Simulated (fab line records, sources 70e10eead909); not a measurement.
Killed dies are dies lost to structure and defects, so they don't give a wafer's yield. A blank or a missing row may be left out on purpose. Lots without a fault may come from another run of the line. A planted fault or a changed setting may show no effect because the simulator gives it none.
Chamber matching | flow nand_harc | NHARC_A_CONTACT_ETCH_102 on rie_diel-13: 4 sister chambers
The step etches the open film in CF4/O2, target depth 100 nm, overetch 10 nm, time 55 s. 8 wafers are shown with their chamber, then 7 later ones without.

WAFERS WITH THEIR CHAMBER
wafer  | chamber | showerhead_plenum_p_Torr (Torr) | drypump_motor_current_A (A)
L086.1 | 0       | 1.24                            | 6.3
L087.2 | 2       | 1.40                            | 5.5
L087.6 | 1       | 1.40                            | 6.1
L090.1 | 1       | 1.40                            | 6.2
L090.4 | 2       | 1.40                            | 5.5
L090.6 | 3       | 1.37                            | 5.2
L094.2 | 0       | 1.23                            | 6.3
L094.5 | 3       | 1.37                            | 5.1

WAFERS WITHOUT THEIR CHAMBER
wafer  | showerhead_plenum_p_Torr (Torr) | drypump_motor_current_A (A)
L094.6 | 1.23                            | 6.3
L092.1 | 1.37                            | 5.2
L092.5 | 1.23                            | 6.3
L092.6 | 1.40                            | 6.1
L093.2 | 1.40                            | 6.1
L093.3 | 1.37                            | 5.2
L093.6 | 1.40                            | 6.1

WHICH CHAMBER EACH WENT THROUGH
wafer  | from the rows above | in truth
L094.6 | 0                   | 0
L092.1 | 3                   | 3
L092.5 | 0                   | 0
L092.6 | 1                   | 1
L093.2 | 1                   | 1
L093.3 | 3                   | 3
L093.6 | 1                   | 1
Placed correctly: 7 of 7. Can't be placed from these rows: 0. Placed wrongly: 0.
How it was worked out, from the rows above alone: a wafer's distance from a chamber is the root of the sum, over the readings, of the square of ((its reading less the chamber's mean) divided by the reading's scatter). The wafer belongs to the nearest chamber; if the next one is less than 2 further off, it can't be placed. A chamber's mean is the mean of its shown wafers. The scatter: the root of (the sum of the squares of (reading less its chamber's mean) over the shown wafers, divided by (wafers less chambers)).
